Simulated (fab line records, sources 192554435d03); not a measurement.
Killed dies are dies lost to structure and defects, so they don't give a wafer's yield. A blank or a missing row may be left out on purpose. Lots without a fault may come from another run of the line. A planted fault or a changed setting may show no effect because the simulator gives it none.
Split-lot experiment | flow n5_finfet | 7 lots, 39 wafers read, on a route of 1938 steps

THE SPLIT
At N5_MOL_CONTACT_COAG_ETCHBACK_136 (etches SiO2 in CHF3, target depth 25 nm, time 16.7 s), the setting target_depth_a was moved away from the recipe's 250 angstrom on 15 of the 39 wafers read, by -8.4% to +10.2%. The other wafers ran this setting at the recipe's value.

FROM THE SPLIT TO THE READING: what the file shows between them, 1 step
- N5_MOL_CONTACT_COAG_STRIP_120: strips in CHF3

THE READING
MOL_CONTACT_COAG.feature_depth_nm (the simulator's own value, which no gauge read), in nm, at N5_MOL_CONTACT_COAG_VIA_ETCH_117 (etches SiO2 in C4F6/O2, target depth 40 nm, overetch 8 nm, time 26 s). The file gives no usual value for it. The 24 wafers here that ran the recipe average 40.0 nm, standard deviation 0.5 nm.

wafer  | tool, chamber at the split | target_depth_a as run, angstrom | against the recipe | MOL_CONTACT_COAG.feature_depth_nm, nm | against lot-mates on the recipe
L075.1 | rie_diel-01, 0,3,3         | 270.3                           | +8.1%              | 37.8                                  | -2.6
L075.2 | rie_diel-01, 0,3,3         | 270.3                           | +8.1%              | 37.4                                  | -3.0
L075.3 | rie_diel-01, 2,1,0         | 250                             | recipe             | 40.6                                  | -
L075.4 | rie_diel-01, 2,1,0         | 250                             | recipe             | 40.8                                  | -
L075.5 | rie_diel-01, 0,3,3         | 270.3                           | +8.1%              | 37.2                                  | -3.2
L075.6 | rie_diel-01, 2,1,0         | 250                             | recipe             | 39.8                                  | -
L077.1 | rie_diel-04, 2,3,0,1,1,0   | 250                             | recipe             | 40.4                                  | -
L077.2 | rie_diel-04, 2,3,0,1,1,0   | 250                             | recipe             | 39.4                                  | -
L077.3 | rie_diel-04, 2,3,0,1,1,0   | 250                             | recipe             | 40.2                                  | -
L077.4 | rie_diel-04, 2,3,0,1,1,0   | 250                             | recipe             | 40.8                                  | -
L077.5 | rie_diel-04, 2,3,0,1,1,0   | 250                             | recipe             | 40.6                                  | -
L077.6 | rie_diel-04, 2,3,0,1,1,0   | 250                             | recipe             | 39.8                                  | -
L080.1 | rie_diel-06, 1,2,3         | 250                             | recipe             | 40.4                                  | -
L080.2 | rie_diel-06, 0,3,2         | 228.9                           | -8.4%              | 42                                    | +2.3
L080.3 | rie_diel-06, 0,3,2         | 228.9                           | -8.4%              | 41.6                                  | +1.9
L080.4 | rie_diel-06, 0,3,2         | 228.9                           | -8.4%              | 41.4                                  | +1.7
L080.5 | rie_diel-06, 1,2,3         | 250                             | recipe             | 39.4                                  | -
L080.6 | rie_diel-06, 1,2,3         | 250                             | recipe             | 39.4                                  | -
L083.1 | rie_diel-04, 2,1,3         | 250                             | recipe             | 40.4                                  | -
L083.4 | rie_diel-04, 2,1,3         | 250                             | recipe             | 40.2                                  | -
L083.5 | rie_diel-04, 2,1,3         | 250                             | recipe             | 39                                    | -
L085.1 | rie_diel-04, 3,2,1         | 235.9                           | -5.6%              | 40.6                                  | +0.7
L085.2 | rie_diel-04, 3,2,1         | 235.9                           | -5.6%              | 41.6                                  | +1.7
L085.3 | rie_diel-04, 0,1,0         | 250                             | recipe             | 39.8                                  | -
L085.4 | rie_diel-04, 0,1,0         | 250                             | recipe             | 40.4                                  | -
L085.5 | rie_diel-04, 0,1,0         | 250                             | recipe             | 39.6                                  | -
L085.6 | rie_diel-04, 3,2,1         | 235.9                           | -5.6%              | 41.8                                  | +1.9
L086.1 | rie_diel-01, 2,3,3         | 275.6                           | +10.2%             | 37.8                                  | -2.3
L086.2 | rie_diel-01, 0,1,0         | 250                             | recipe             | 39.8                                  | -
L086.3 | rie_diel-01, 2,3,3         | 275.6                           | +10.2%             | 37                                    | -3.1
L086.4 | rie_diel-01, 0,1,0         | 250                             | recipe             | 40.6                                  | -
L086.5 | rie_diel-01, 2,3,3         | 275.6                           | +10.2%             | 36.8                                  | -3.3
L086.6 | rie_diel-01, 0,1,0         | 250                             | recipe             | 39.8                                  | -
L091.1 | rie_diel-01, 1,0,2         | 271.9                           | +8.8%              | 38.8                                  | -0.9
L091.2 | rie_diel-01, 3,3,2         | 250                             | recipe             | 39.6                                  | -
L091.3 | rie_diel-01, 1,0,2         | 271.9                           | +8.8%              | 38                                    | -1.7
L091.4 | rie_diel-01, 1,0,2         | 271.9                           | +8.8%              | 38.4                                  | -1.3
L091.5 | rie_diel-01, 3,3,2         | 250                             | recipe             | 39.4                                  | -
L091.6 | rie_diel-01, 3,3,2         | 250                             | recipe             | 40.2                                  | -
Where a row lists several chambers, the file gives one row for several wafers and doesn't say which wafer went through which chamber.

THE FIT
A straight line over all 39 wafers: MOL_CONTACT_COAG.feature_depth_nm changes by -0.24 nm for each +1% of target_depth_a; r = -0.92; the points scatter about the line by 0.53 nm.
The same after taking each lot's own level away (the mean of its wafers on the recipe; 39 wafers): -0.253 nm for each +1%; r = -0.92; scatter 0.57 nm.
On that fit, the largest move of target_depth_a shifts the reading by 2.6 nm.
The lots' own levels span 39.73 to 40.40 nm, that is 1.3 times the standard deviation above.
So the lot-to-lot level changes the slope little: the two slopes agree.
Check: with one of the wafers moved furthest among these (+10.2%) left out of the fit, the line predicts -2.67 nm for it against its lot-mates. It came out at -2.27 nm against them.

OTHER SPLITS ON THESE WAFERS
These wafers also went through other splits before the reading. Each is held against what the fit with the lots' levels taken away leaves over:
other split on the same wafers          | wafers away from the commonest value | r with MOL_CONTACT_COAG.feature_depth_nm (lot level and that fit taken away)
N5_DUMMY_GATE_ETCH_31 target_depth_a    | 15                                   | -0.04
N5_DUMMY_GATE_ETCH_32 time_s            | 18                                   | -0.10
N5_SPACER0_ALD_08 target_thk_a          | 18                                   | +0.07
N5_SD_EPI_N_ETCH_45 target_depth_a      | 18                                   | -0.10
N5_SD_EPI_P_SD_RECESS_17 target_depth_a | 12                                   | +0.05
N5_HKMG_FIN_ETCH_35 bias_w              | 18                                   | +0.42

THE WHOLE CHAIN: every reading that the file lists as answering this split, in the file's order
step                             | what it does                                                         | reading                                                                            | change (the file's fit)               | r (the file's)
N5_MOL_CONTACT_COAG_VIA_ETCH_117 | etches SiO2 in C4F6/O2, target depth 40 nm, overetch 8 nm, time 26 s | etch.depth_nm (the simulator's own value, which no gauge read)                     | -0.257 nm for each +1% of the setting | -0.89
N5_MOL_CONTACT_COAG_VIA_ETCH_117 | etches SiO2 in C4F6/O2, target depth 40 nm, overetch 8 nm, time 26 s | MOL_CONTACT_COAG.feature_depth_nm (the simulator's own value, which no gauge read) | -0.254 nm for each +1% of the setting | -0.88

THE FILE'S OWN FIT
MOL_CONTACT_COAG.feature_depth_nm changes by -0.254 nm for each +1% of target_depth_a, r = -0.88.
